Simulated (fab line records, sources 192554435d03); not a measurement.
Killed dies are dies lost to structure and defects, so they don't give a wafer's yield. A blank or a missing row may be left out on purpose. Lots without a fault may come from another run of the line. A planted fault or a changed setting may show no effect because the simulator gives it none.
A struck lot beside a sound one | flow n5_finfet | 12 steps out of a route of 1938
Sound: wafers L378.3, L378.4, L378.6. Struck: wafers L387.4, L387.5. The cause comes at the end.
At each step with rows: each side's tool, then ch and its chambers, then its first start. Under that, the readings that differ: sound wafers | struck wafers | difference of the means | sigmas: that difference in standard deviations of wafers without a fault.
alike: readings whose means differ by less than 2 such deviations, and words and numbers that are the same on both sides. not compared: withheld readings, readings that some wafer has no value for, bounds like >300 that may hide the same value, and numbers for which the record gives no deviation and whose values overlap.
The two part at a step that has a row with sigmas, a row that says differs or no value, or rows on one side only. Numbers that don't overlap but have no deviation are shown without sigmas and don't part them. A reading that every wafer of one side lacks parts them only if that side has two wafers or more.

first, 9 steps without rows for these wafers: N5_GATE_CUT_EXPOSE_10 (exposes mask GATE CUT, target cd 20 nm); N5_GATE_CUT_PEB_11 (peb time 60 s); N5_GATE_CUT_DEVELOP_12 (develop time 30 s); N5_GATE_CUT_DESCUM_18 (chemistry O2, time 7 s); N5_GATE_CUT_ETCH_28 (etches underlayer in N2/H2, target depth 13 nm, time 10.4 s); N5_GATE_CUT_ETCH_36 (etches SiARC in CF4, target depth 13 nm, time 21.7 s); N5_GATE_CUT_ETCH_37 (etches SOC in N2/H2, target depth 60 nm, overetch 12 nm, time 90 s); N5_GATE_CUT_STRIP_38 (strips in N2/H2); N5_GATE_CUT_STRIP_39 (strips in N2/H2).
N5_GATE_CUT_HM_OPEN_40: chemistry C4F6/O2, target SiO2, target depth 139 nm, time 85.1 s.
  sound on rie_diel-01 ch 1,2, day 6 13:35; struck on rie_diel-01 ch 2,3, day 8 18:04
  reading               | sound          | struck    | difference | sigmas
  etch_rf_on_time_s (s) | 93.5 92.8 93.2 | 72.0 69.3 | -22.5      | -10
  alike: chamber_pressure_mTorr, drypump_motor_current_A, oes_product_au, rf_fwd_power_W, rf_vpp_V, showerhead_plenum_p_Torr, throttle_valve_pct
  not compared: rf_hours_counter_h
then, 1 step without rows for these wafers: N5_GATE_CUT_STRIP_41 (strips in CF4).
-- the record jumps here: 3 days lie between the struck wafers' starts before and after (it left off in module GATE_CUT and takes up again in module BEOL_M4, whose first step shown is number 1111 of the route) --
N5_BEOL_M4_RC_MEAS_101:
  sound on prober-01 ch 0, day 9 12:32; struck on prober-02 ch 0, day 12 00:40
  reading       | sound          | struck    | difference | sigmas
  DIBL_P (mV/V) | 34.1 34.2 32.8 | 40.2 36.8 | +4.8       | +2
  ION_P (uA/um) | 461 468 471    | 449 441   | -22        | -3
  alike: DIBL_N, IOFF_N, IOFF_P, ION_N, SS_N, SS_P, VT_N, VT_P

WHERE THEY PART
First at N5_GATE_CUT_HM_OPEN_40; last, within this record, at N5_BEOL_M4_RC_MEAS_101.

WHY: what the simulator had put in
Process parameter drift: rie_diel-01, from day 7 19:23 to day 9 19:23, at N5_GATE_CUT_HM_OPEN_40. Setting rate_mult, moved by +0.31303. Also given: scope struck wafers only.
